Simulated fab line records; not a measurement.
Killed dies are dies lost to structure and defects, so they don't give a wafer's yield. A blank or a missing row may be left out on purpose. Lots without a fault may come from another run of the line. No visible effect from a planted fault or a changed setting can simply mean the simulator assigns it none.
fab line records	flow nand_harc	part 1 of 2: steps 1 to 28 of 35
record lots=5	wafers=15	last_day=24
route steps=1159 shown P_GATE@120
lots that met no fault: from a run of the same line without faults
start_h: hours from the record's first day to the start of the lot's first wafer shown	wait_h: hours from the lot's prior step to this one	" repeats the value in the row above	L1.1+2: a single row standing in for several wafers	- value missing, or start not given	* or withheld: withheld	< > ~ a bound
route shown NAME@n: a module of which the file shows steps, and the number in the route of the first	usual: average and standard deviation across the fault-free wafers	same: alike in all rows	chamber/n: place in a boat	sites: readings site by site	_std_site: standard deviation of those values	_edge_site: outer sites' mean less inner sites'	radius_mm: how far each site lies from the wafer's centre	mask NAME#n: copy n	behind: the last tool/chamber to shape the wafer	hold: cause of the lot's hold/its duration in hours/its outcome	device: transistor that didn't switch, given as n, p or np	end of line: the route-end tests of the same wafers	where a step has no rows: the recipe by itself	killed: not the wafer's yield, but the dies lost to structure and defects at the first sort	map: per-die view of a wafer (x killed, . not killed, _ where there is no die)
set.NAME: the setting the step ran with; set.NAME@STEP: the setting that earlier step ran with	model.NAME: the simulator's own value behind a step, which no gauge read
a table for each step, a row for each wafer; lots at some steps of the route
services: the hour from which a tool's chamber was out of use, counted from the record's first day as start_h (under 0 if before that day), plus the number of hours and why
## steps
# step NHARC_P_GATE_PEB_09
# recipe peb_temp_c=118	peb_time_s=85
# same peb_time_s=85
lot.wafer	tool	chamber	start_h	wait_h
L076.1+3+5	litho_track-02	0	84.87	0.1
L080.1+4+6	litho_track-03	0	110.02	0.1
L086.2+4+5	litho_track-03	0	157.43	0.1
L085.3+5+6	litho_track-05	0	157.59	0.1
L094.3+5+6	litho_track-05	0	192.83	0.1
# step NHARC_P_GATE_DEVELOP_10
# recipe time_s=70
# same time_s=70
lot.wafer	tool	chamber	start_h	wait_h
L076.1+3+5	litho_track-02	0	-	-
L080.1+4+6	litho_track-03	0	-	-
L086.2+4+5	litho_track-03	0	-	-
L085.3+5+6	litho_track-05	0	-	-
L094.3+5+6	litho_track-05	0	-	-
# step NHARC_P_GATE_CD_MEAS_11
# recipe target_cd_nm=1640	landing_energy_ev=500
# usual cd_nm=1640.0/2.5
# same landing_energy_ev=500
lot.wafer	tool	chamber	start_h	wait_h	cd_nm
L076.1	cd_sem-02	0	84.96	-	1637.5
L076.3	"	0	"	"	1637.3
L076.5	"	0	"	"	1641.0
L080.1	cd_sem-03	0	110.11	-	1640.9
L080.4	"	0	"	"	1642.3
L080.6	"	0	"	"	1641.9
L086.2	cd_sem-01	0	157.52	-	1641.3
L086.4	"	0	"	"	1639.7
L086.5	"	0	"	"	1640.3
L085.3	cd_sem-02	0	157.68	-	1640.7
L085.5	"	0	"	"	1635.7
L085.6	"	0	"	"	1633.5
L094.3	cd_sem-01	0	192.93	-	1641.3
L094.5	"	0	"	"	1637.9
L094.6	"	0	"	"	1636.4
# step NHARC_P_GATE_HARDBAKE_12
# recipe temp_c=125	time_s=80
# same time_s=80
lot.wafer	tool	chamber	start_h	wait_h
L076.1+3+5	litho_track-05	0	85.05	-
L080.1+4+6	litho_track-05	0	110.19	-
L086.2+4+5	litho_track-02	0	157.60	-
L085.3+5+6	litho_track-05	0	157.76	-
L094.3+5+6	litho_track-05	0	193.01	-
# step NHARC_P_GATE_DESCUM_13
# recipe time_s=3	o2_flow_sccm=200	ar_flow_sccm=0	bias_power_w=0	chemistry=O2
# usual drypump_motor_current_A=5.8/0.41	o2_flow_sccm=200.0/0.69	oes_product_au=1.000/0.013	rf_vpp_V=57.9/0.96	showerhead_plenum_p_Torr=1.94/0.087	throttle_valve_pct=11.311/0.0085
# same time_s=3
lot.wafer	tool	chamber	start_h	wait_h	drypump_motor_current_A	o2_flow_sccm	oes_product_au	rf_hours_counter_h	rf_vpp_V	showerhead_plenum_p_Torr	throttle_valve_pct
L076.1	rie_diel-07	1	85.12	-	6.2	199.3	0.984	5	57.3	1.89	11.327
L076.3	"	3	"	"	6.0	200.2	1.002	5	56.8	1.94	11.309
L076.5	"	1	"	"	6.2	198.6	0.994	-	58.7	1.89	11.313
L080.1	rie_diel-09	0	110.28	-	5.9	199.2	0.987	7	58.4	1.98	11.318
L080.4	"	2	"	"	5.7	199.7	0.996	8	58.6	2.07	11.326
L080.6	"	1	"	"	5.8	199.1	0.994	-	57.7	1.95	11.319
L086.4	rie_diel-09	3	157.69	-	5.1	199.0	1.029	18	57.9	2.03	11.311
L086.2	"	1	"	"	5.8	199.7	1.003	20	57.6	1.95	11.331
L086.5	"	2	"	"	5.8	201.2	1.005	-	58.9	2.07	11.310
L085.3	rie_diel-09	1	157.85	-	5.7	199.2	0.996	20	59.4	1.95	11.321
L085.6	"	0	"	"	5.9	200.6	0.998	-	58.4	1.98	11.314
L085.5	"	1	"	"	5.7	200.3	0.990	-	56.7	1.95	11.317
L094.3	rie_diel-07	2	193.14	-	5.6	199.3	1.002	26	56.9	1.81	11.309
L094.5	"	1	"	"	6.2	200.1	1.005	-	58.0	1.88	11.307
L094.6	"	2	"	"	5.5	200.5	1.013	-	57.3	1.81	11.327
# step NHARC_P_GATE_ETCH_14
# recipe target_depth_a=488	chemistry=dHF	material=SiO2
lot.wafer	tool	chamber	start_h	wait_h
L076.3+5+1	wet_bench-04	2,3,5	85.28	0.1
L080.1+4+6	wet_bench-02	0,1,2	110.44	0.1
L086.4+5+2	wet_bench-01	7,1,4	157.81	0.1
L085.6+5+3	wet_bench-04	3,4,6	157.98	0.1
L094.6+5+3	wet_bench-01	0,3,4	193.26	0.1
# step NHARC_P_GATE_STRIP_15
# recipe time_s=780	temp_c=130	chemistry=SPM
# usual bath_heat_duty_pct=15.3/2
# same time_s=780
lot.wafer	tool	chamber	start_h	wait_h	bath_heat_duty_pct
L076.3	wet_bench-04	2	85.32	0.0	14.6
L076.5	"	3	"	"	15.8
L076.1	"	5	"	"	12.5
L080.1	wet_bench-02	0	110.48	0.0	15.3
L080.4	"	1	"	"	15.0
L080.6	"	2	"	"	19.1
L086.4	wet_bench-01	7	157.85	0.0	13.8
L086.5	"	1	"	"	17.9
L086.2	"	4	"	"	12.9
L085.6	wet_bench-04	3	158.03	0.0	16.1
L085.5	"	4	"	"	14.6
L085.3	"	6	"	"	15.4
L094.6	wet_bench-01	0	193.30	0.0	19.0
L094.5	"	3	"	"	16.7
L094.3	"	4	"	"	13.5
# step NHARC_P_GATE_PRECLEAN_71
# recipe time_s=*	temp_c=50	bath_age_min=0	chemistry=SC1
# usual bath_heat_duty_pct=7.2/1.1
# same time_s=*
lot.wafer	tool	chamber	start_h	wait_h	bath_heat_duty_pct
L076.3	wet_bench-04	2	-	-	6.3
L076.5	"	3	"	"	6.8
L076.1	"	5	"	"	6.1
L080.1	wet_bench-02	0	-	-	6.0
L080.4	"	1	"	"	6.8
L080.6	"	2	"	"	10.3
L086.4	wet_bench-01	7	-	-	7.1
L086.5	"	1	"	"	8.4
L086.2	"	4	"	"	5.5
L085.6	wet_bench-04	3	-	-	7.7
L085.5	"	4	"	"	6.8
L085.3	"	6	"	"	7.2
L094.6	wet_bench-01	0	-	-	9.2
L094.5	"	3	"	"	7.2
L094.3	"	4	"	"	5.6
# step NHARC_P_GATE_SRD_72
lot.wafer	tool	chamber	start_h	wait_h
L076.3+5+1	wet_bench-04	2,3,5	-	-
L080.1+4+6	wet_bench-02	0,1,2	-	-
L086.4+5+2	wet_bench-01	7,1,4	-	-
L085.6+5+3	wet_bench-04	3,4,6	-	-
L094.6+5+3	wet_bench-01	0,3,4	-	-
# step NHARC_P_GATE_OXIDE_16
# recipe target_thk_a=30	temp_c=875	ox_time_s=392	material=SiO2
# usual zone_power_centre_pct=20.8/1.4	zone_power_lower_pct=16.05/0.24
lot.wafer	tool	chamber	start_h	wait_h	zone_power_centre_pct	zone_power_lower_pct
L076.1	furnace-06	0	88.65	-	22.3	16.42
L076.3	"	0	"	"	22.2	16.05
L076.5	"	0	"	"	22.4	16.39
L080.1	furnace-06	0	113.81	-	22.2	16.35
L080.4	"	0	"	"	22.4	16.33
L080.6	"	0	"	"	22.5	16.14
L085.3	furnace-06	0	161.05	-	22.6	16.37
L085.5	"	0	"	"	22.2	16.28
L085.6	"	0	"	"	22.3	16.38
L086.2	furnace-06	0	161.05	-	22.4	16.01
L086.4	"	0	"	"	22.6	16.15
L086.5	"	0	"	"	22.2	16.12
L094.3	furnace-03	0	196.31	-	19.2	15.91
L094.5	"	0	"	"	19.6	16.06
L094.6	"	0	"	"	19.6	15.98
# step NHARC_P_GATE_CVD_17
# recipe target_thk_a=1500	temp_c=620	time_s=900	material=poly-Si
# usual zone_power_centre_pct=9.4/0.64	zone_power_lower_pct=7.88/0.25
# same time_s=900
lot.wafer	tool	chamber	start_h	wait_h	zone_power_centre_pct	zone_power_lower_pct
L076.1	lpcvd_poly-02	0	95.06	2.9	9.6	8.24
L076.3	"	0	"	"	9.7	8.11
L076.5	"	0	"	"	9.7	8.10
L080.1	lpcvd_poly-02	0	120.21	2.9	9.7	8.04
L080.4	"	0	"	"	9.8	8.22
L080.6	"	0	"	"	9.6	8.16
L085.3	lpcvd_poly-03	0	167.25	2.7	10.2	7.98
L085.5	"	0	"	"	10.3	8.05
L085.6	"	0	"	"	10.2	8.17
L086.2	lpcvd_poly-03	0	167.25	2.7	10.1	8.07
L086.4	"	0	"	"	10.1	8.04
L086.5	"	0	"	"	10.3	7.97
L094.3	lpcvd_poly-04	0	202.32	2.5	8.7	7.63
L094.5	"	0	"	"	8.7	7.78
L094.6	"	0	"	"	8.7	7.64
# step NHARC_P_GATE_HM_DEP_102
# recipe target_thk_a=1200	temp_c=400	material=aC
# usual throttle_valve_pct=35.000/0.0087
lot.wafer	tool	chamber	start_h	wait_h	throttle_valve_pct
L076.1	acl_dep-02	0	98.21	0.9	35.004
L076.3	"	0	"	"	34.999
L076.5	"	0	"	"	34.998
L080.1	acl_dep-03	0	125.49	3.0	34.989
L080.4	"	0	"	"	35.004
L080.6	"	0	"	"	34.984
L085.3	acl_dep-03	0	170.06	0.6	34.984
L085.5	"	0	"	"	34.997
L085.6	"	0	"	"	35.010
L086.2	acl_dep-01	0	170.90	1.4	35.022
L086.4	"	0	"	"	35.012
L086.5	"	0	"	"	34.999
L094.3	acl_dep-01	0	207.19	2.6	35.003
L094.5	"	0	"	"	35.005
L094.6	"	0	"	"	34.998
# step NHARC_P_GATE_DEP_103
# recipe target_thk_a=300	target_thk_nm=30	temp_c=400	flow_sccm=200	rf_w=350	material=SiON
# usual heater_power_w=796/75
lot.wafer	tool	chamber	start_h	wait_h	heater_power_w
L076.1	pecvd-01	2	98.90	0.6	912
L076.3	"	0	"	"	788
L076.5	"	1	"	"	625
L080.1	pecvd-02	2	126.18	0.6	618
L080.6	"	2	"	"	616
L080.4	"	1	"	"	758
L085.3	pecvd-01	2	170.53	0.4	837
L085.5	"	2	"	"	868
L085.6	"	0	"	"	810
L086.2	pecvd-03	1	171.50	0.5	760
L086.4	"	2	"	"	887
L086.5	"	1	"	"	776
L094.3	pecvd-01	2	207.69	0.4	912
L094.5	"	0	"	"	899
L094.6	"	2	"	"	909
# step NHARC_P_GATE_DEHYDRATE_18
# recipe temp_c=150	time_s=120
# same time_s=120
lot.wafer	tool	chamber	start_h	wait_h
L076.1+3+5	litho_track-06	0	99.14	0.2
L080.1+4+6	litho_track-01	0	126.45	0.2
L085.3+5+6	litho_track-04	0	170.78	0.2
L086.2+4+5	litho_track-06	0	171.72	0.2
L094.3+5+6	litho_track-06	0	207.91	0.2
# step NHARC_P_GATE_HMDS_19
# recipe time_s=30
# same time_s=30
lot.wafer	tool	chamber	start_h	wait_h
L076.1+3+5	litho_track-06	0	-	-
L080.1+4+6	litho_track-01	0	-	-
L085.3+5+6	litho_track-04	0	-	-
L086.2+4+5	litho_track-06	0	-	-
L094.3+5+6	litho_track-06	0	-	-
# step NHARC_P_GATE_COAT_20
# recipe spin_rpm=1500	resist_thk_nm=90
lot.wafer	tool	chamber	start_h	wait_h
L076.1+3+5	litho_track-06	0	-	-
L080.1+4+6	litho_track-01	0	-	-
L085.3+5+6	litho_track-04	0	-	-
L086.2+4+5	litho_track-06	0	-	-
L094.3+5+6	litho_track-06	0	-	-
# step NHARC_P_GATE_SOFTBAKE_21
# recipe temp_c=105	time_s=55
# same time_s=55
lot.wafer	tool	chamber	start_h	wait_h
L076.1+3+5	litho_track-06	0	-	-
L080.1+4+6	litho_track-01	0	-	-
L085.3+5+6	litho_track-04	0	-	-
L086.2+4+5	litho_track-06	0	-	-
L094.3+5+6	litho_track-06	0	-	-
# step NHARC_P_GATE_EBR_22
lot.wafer	tool	chamber	start_h	wait_h
L076.1+3+5	litho_track-06	0	-	-
L080.1+4+6	litho_track-01	0	-	-
L085.3+5+6	litho_track-04	0	-	-
L086.2+4+5	litho_track-06	0	-	-
L094.3+5+6	litho_track-06	0	-	-
# step NHARC_P_GATE_EXPOSE_23
# recipe na=1.35	target_cd_nm=120	dose_mj=93.91	mask_id=P_GATE
lot.wafer	tool	chamber	start_h	wait_h	mask
L076.1+3+5	arfi_scanner-02	0	99.29	-	P_GATE#0
L080.1+4+6	arfi_scanner-02	0	126.71	-	P_GATE#0
L085.3+5+6	arfi_scanner-01	0	171.06	-	P_GATE#0
L086.2+4+5	arfi_scanner-01	0	171.99	-	P_GATE#0
L094.3+5+6	arfi_scanner-03	0	208.23	-	P_GATE#0
# step NHARC_P_GATE_PEB_24
# recipe peb_temp_c=100	peb_time_s=65
# same peb_time_s=65
lot.wafer	tool	chamber	start_h	wait_h
L076.1+3+5	litho_track-06	0	99.35	0.1
L080.1+4+6	litho_track-04	0	126.78	0.1
L085.3+5+6	litho_track-01	0	171.11	0.0
L086.2+4+5	litho_track-04	0	172.04	0.1
L094.3+5+6	litho_track-06	0	208.29	0.1
# step NHARC_P_GATE_DEVELOP_25
# recipe develop_time_s=35	dev_temp_c=23
# usual developer_temp_C=23.00/0.1
lot.wafer	tool	chamber	start_h	wait_h	developer_temp_C
L076.1	litho_track-06	0	-	-	22.92
L076.3	"	0	"	"	22.99
L076.5	"	0	"	"	22.98
L080.1	litho_track-04	0	-	-	22.96
L080.4	"	0	"	"	23.03
L080.6	"	0	"	"	22.96
L085.3	litho_track-01	0	-	-	22.94
L085.5	"	0	"	"	23.14
L085.6	"	0	"	"	23.11
L086.2	litho_track-04	0	-	-	22.95
L086.4	"	0	"	"	22.85
L086.5	"	0	"	"	23.00
L094.3	litho_track-06	0	-	-	23.19
L094.5	"	0	"	"	23.02
L094.6	"	0	"	"	22.94
# step NHARC_P_GATE_CD_MEAS_26
# recipe target_cd_nm=120	landing_energy_ev=500
# usual cd_nm=120.1/0.74
# same landing_energy_ev=500
lot.wafer	tool	chamber	start_h	wait_h	cd_nm
L076.1	cd_sem-03	0	99.43	-	119.1
L076.3	"	0	"	"	120.8
L076.5	"	0	"	"	120.1
L080.1	cd_sem-03	0	126.86	-	120.9
L080.4	"	0	"	"	120.0
L080.6	"	0	"	"	120.1
L085.3	cd_sem-02	0	171.19	-	119.4
L085.5	"	0	"	"	120.1
L085.6	"	0	"	"	118.7
L086.2	cd_sem-03	0	172.13	-	120.4
L086.4	"	0	"	"	120.1
L086.5	"	0	"	"	121.1
L094.3	cd_sem-03	0	208.37	-	119.6
L094.5	"	0	"	"	120.0
L094.6	"	0	"	"	119.0
# step NHARC_P_GATE_OVL_MEAS_27
# usual overlay_x_nm=0.0/0.85	overlay_y_nm=0.1/0.95
lot.wafer	tool	chamber	start_h	wait_h	overlay_x_nm	overlay_y_nm
L076.1	overlay-01	-	99.53	-	-0.3	0.2
L076.3	"	-	"	"	0.2	0.5
L076.5	"	-	"	"	-0.5	0.9
L080.1	overlay-01	-	126.95	-	0.0	0.0
L080.4	"	-	"	"	-0.2	-0.5
L080.6	"	-	"	"	0.0	0.1
L085.3	overlay-01	-	171.28	-	-1.0	0.4
L085.5	"	-	"	"	-1.1	0.5
L085.6	"	-	"	"	-0.7	0.3
L086.2	overlay-01	-	172.21	-	-1.8	0.5
L086.4	"	-	"	"	-2.0	0.2
L086.5	"	-	"	"	-1.7	0.1
L094.3	overlay-02	-	208.46	-	0.3	0.0
L094.5	"	-	"	"	0.2	0.4
L094.6	"	-	"	"	0.5	0.0
# step NHARC_P_GATE_INSPECT_28
# usual raw_defect_count=5.8/2.7
lot.wafer	tool	chamber	start_h	wait_h	raw_defect_count
L076.1	defect_inspect-01	-	99.56	0.0	5
L076.3	"	-	"	"	2
L076.5	"	-	"	"	1
L080.1	defect_inspect-01	-	126.99	0.0	8
L080.4	"	-	"	"	9
L080.6	"	-	"	"	10
L085.3	defect_inspect-02	-	171.31	0.0	7
L085.5	"	-	"	"	9
L085.6	"	-	"	"	10
L086.2	defect_inspect-02	-	172.25	0.0	2
L086.4	"	-	"	"	1
L086.5	"	-	"	"	3
L094.3	defect_inspect-01	-	208.49	0.0	8
L094.5	"	-	"	"	5
L094.6	"	-	"	"	7
# step NHARC_P_GATE_DESCUM_31
# recipe time_s=3	o2_flow_sccm=200	ar_flow_sccm=0	bias_power_w=0	chemistry=O2
# usual drypump_motor_current_A=5.8/0.42	o2_flow_sccm=199.9/0.62	oes_product_au=0.999/0.012	rf_vpp_V=58.1/0.91	showerhead_plenum_p_Torr=1.95/0.089	throttle_valve_pct=11.311/0.0089
# same time_s=3
lot.wafer	tool	chamber	start_h	wait_h	drypump_motor_current_A	o2_flow_sccm	oes_product_au	rf_hours_counter_h	rf_vpp_V	showerhead_plenum_p_Torr	throttle_valve_pct
L076.1	rie_diel-09	1	99.63	0.1	5.8	199.3	0.994	4	57.8	1.95	11.316
L076.3	"	2	"	"	5.8	198.3	0.987	4	58.2	2.08	11.299
L076.5	"	0	"	"	5.9	200.2	0.984	-	59.0	1.98	11.310
L080.1	rie_diel-07	3	127.07	0.1	6.0	200.7	1.006	14	58.1	1.94	11.301
L080.4	"	0	"	"	6.3	200.4	0.995	13	57.9	2.01	11.294
L080.6	"	2	"	"	5.5	199.3	1.010	-	57.2	1.81	11.321
L085.3	rie_diel-10	3	171.37	0.1	5.0	199.2	0.988	57	57.3	1.77	11.323
L085.5	"	3	"	"	5.0	200.2	0.989	-	57.3	1.77	11.316
L085.6	"	0	"	"	6.1	200.0	0.997	-	58.8	1.90	11.318
L086.4	rie_diel-10	3	172.33	0.1	5.0	200.2	0.984	58	57.7	1.77	11.309
L086.2	"	0	"	"	6.1	200.0	1.001	54	59.7	1.90	11.306
L086.5	"	2	"	"	6.6	200.1	0.997	-	57.1	1.77	11.299
L094.3	rie_diel-09	0	208.57	0.1	5.9	200.6	1.003	42	57.7	1.97	11.312
L094.6	"	2	"	"	5.8	199.7	0.998	-	59.1	2.06	11.314
L094.5	"	3	"	"	5.1	200.5	1.025	-	58.7	2.02	11.313
# step NHARC_P_GATE_ETCH_104
# recipe target_depth_a=600	time_s=withheld	cf4_flow_sccm=100	chf3_flow_sccm=30	ar_flow_sccm=0	rf_w=500	bias_w=200	chemistry=CF4/CHF3
# usual drypump_motor_current_A=5.8/0.42	oes_product_au=0.951/0.021	rf_vpp_V=371.4/2.4	showerhead_plenum_p_Torr=1.60/0.067	throttle_valve_pct=16.803/0.0091
lot.wafer	tool	chamber	start_h	wait_h	drypump_motor_current_A	oes_product_au	rf_vpp_V	showerhead_plenum_p_Torr	throttle_valve_pct
L076.3	rie_diel-09	1	99.72	0.1	5.7	0.963	372.6	1.60	16.807
L076.1	"	2	"	"	5.7	0.987	374.9	1.70	16.800
L076.5	"	0	"	"	5.9	0.949	371.3	1.63	16.807
L080.1	rie_diel-07	0	127.14	0.1	6.3	0.969	372.9	1.65	16.827
L080.4	"	1	"	"	6.2	0.956	368.5	1.55	16.804
L080.6	"	0	"	"	6.3	0.971	373.7	1.65	16.806
L085.3	rie_diel-10	0	171.52	0.1	6.1	0.946	370.0	1.57	16.808
L085.5	"	2	"	"	6.6	0.951	367.9	1.47	16.831
L085.6	"	3	"	"	5.0	0.948	366.4	1.46	16.792
L086.2	rie_diel-10	0	172.39	0.1	6.1	0.949	370.6	1.57	16.799
L086.4	"	1	"	"	5.8	0.939	370.6	1.60	16.811
L086.5	"	1	"	"	5.8	0.952	372.3	1.60	16.798
L094.3	rie_diel-09	3	209.20	0.6	5.1	0.938	375.2	1.66	16.805
L094.5	"	2	"	"	5.7	0.920	374.5	1.69	16.804
L094.6	"	3	"	"	5.1	0.939	373.6	1.66	16.802
# step NHARC_P_GATE_HM_OPEN_105
# recipe target_depth_a=3600	o2_flow_sccm=400	cos_flow_sccm=20	ar_flow_sccm=0	rf_w=500	bias_w=300	chemistry=O2/COS
# usual drypump_motor_current_A=5.8/0.43	o2_flow_sccm=400.0/1.4	oes_product_au=0.997/0.011	rf_vpp_V=468/3	showerhead_plenum_p_Torr=3.18/0.14	throttle_valve_pct=28.331/0.0086
lot.wafer	tool	chamber	start_h	wait_h	drypump_motor_current_A	o2_flow_sccm	oes_product_au	rf_hours_counter_h	rf_vpp_V	showerhead_plenum_p_Torr	throttle_valve_pct
L076.3	rie_diel-09	1	-	-	5.8	399.4	0.994	4	469	3.18	28.337
L076.1	"	3	"	"	5.1	397.3	1.023	4	471	3.31	28.346
L076.5	"	2	"	"	5.7	400.9	1.004	-	473	3.37	28.314
L080.1	rie_diel-07	2	-	-	5.5	400.3	0.997	13	465	2.97	28.336
L080.4	"	1	"	"	6.2	399.5	0.994	13	465	3.08	28.328
L080.6	"	2	"	"	5.5	397.6	1.010	-	464	2.97	28.323
L085.3	rie_diel-10	3	-	-	5.0	399.1	0.985	57	463	2.90	28.325
L085.5	"	2	"	"	6.6	401.8	1.016	-	463	2.91	28.320
L085.6	"	3	"	"	5.0	400.2	0.997	-	463	2.90	28.334
L086.4	rie_diel-10	3	-	-	5.0	399.8	0.999	58	463	2.90	28.337
L086.2	"	1	"	"	5.7	401.0	1.009	60	467	3.18	28.329
L086.5	"	3	"	"	5.0	398.8	0.999	-	462	2.90	28.329
L094.3	rie_diel-09	2	-	-	5.8	401.3	0.992	43	473	3.35	28.334
L094.6	"	0	"	"	6.0	401.8	0.996	-	470	3.21	28.332
L094.5	"	1	"	"	5.8	400.7	0.976	-	467	3.16	28.326
# step NHARC_P_GATE_STRIP_106
# recipe o2_flow_sccm=400	cos_flow_sccm=20	ar_flow_sccm=0	bias_w=0	chemistry=O2/COS
lot.wafer	tool	chamber	start_h	wait_h
L076.3+1+5	rie_diel-09	1,3,2	-	-
L080.4+1+6	rie_diel-07	1,3,1	-	-
L085.3+6+5	rie_diel-10	2,2,3	-	-
L086.2+4+5	rie_diel-10	2,0,1	-	-
L094.3+5+6	rie_diel-09	1,0,1	-	-
